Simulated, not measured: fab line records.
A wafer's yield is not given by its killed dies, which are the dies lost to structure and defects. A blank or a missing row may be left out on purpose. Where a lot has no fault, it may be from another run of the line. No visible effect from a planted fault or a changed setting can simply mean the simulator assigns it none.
The tool behind it: which one? -- flow nandHarc -- route of 1159 steps, sampled at 1 step: 12 lots, 36 wafers

== WHAT THE GAUGES SHOWED, per wafer ==
NHARC_A_CONTACT_CD_MEAS_15.
lot,measured,on,cdNm (nm)
L074,day 17 03:42,cdSem-01,89.4 89.7 90.8
L076,day 17 09:47,cdSem-01,89.8 89.8 89.2
L080,day 18 14:50,cdSem-02,89.7 89.0 89.4
L082,day 18 23:00,cdSem-01,89.7 89.3 89.8
L084,day 19 09:19,cdSem-01,91.1 90.7 90.3
L085,day 20 00:44,cdSem-01,88.5 89.9 88.6
L086,day 20 04:30,cdSem-02,90.3 91.1 91.7
L090,day 20 20:19,cdSem-01,89.2 89.1 89.8
L092,day 21 05:47,cdSem-02,90.5 90.6 91.6
L093,day 21 19:25,cdSem-03,89.3 90.3 89.6
L096,day 22 04:55,cdSem-02,90.7 90.8 89.8
L095,day 22 07:47,cdSem-01,90.5 91.4 90.1

== WHAT TOOL EACH LOT RAN ON (gives the tool, then ch and the chambers of the sampled wafers, and finally the start) ==
There is no process step in the record ahead of these readings.

== THE ANSWER, worked out from the rows above alone ==
Rule: what is usual is taken from the lots themselves. The widest of any qualifying gaps counts: lots, ordered by their means at a reading, are off when they make up no more than a third of the lots, leave a main group of 4 or more, and stand apart from it by 3 or more times the standard deviation of that group's means. A main group whose means are all the same, to the digits that the tables above print for the reading, isn't used. A lot without any number at a reading at which 4 lots or more have one is off too. The other lots that the step has rows for count as sound.
None of the lots is off at any reading shown; this tells nothing.

== WHAT THE SIMULATOR HAD INSERTED ==
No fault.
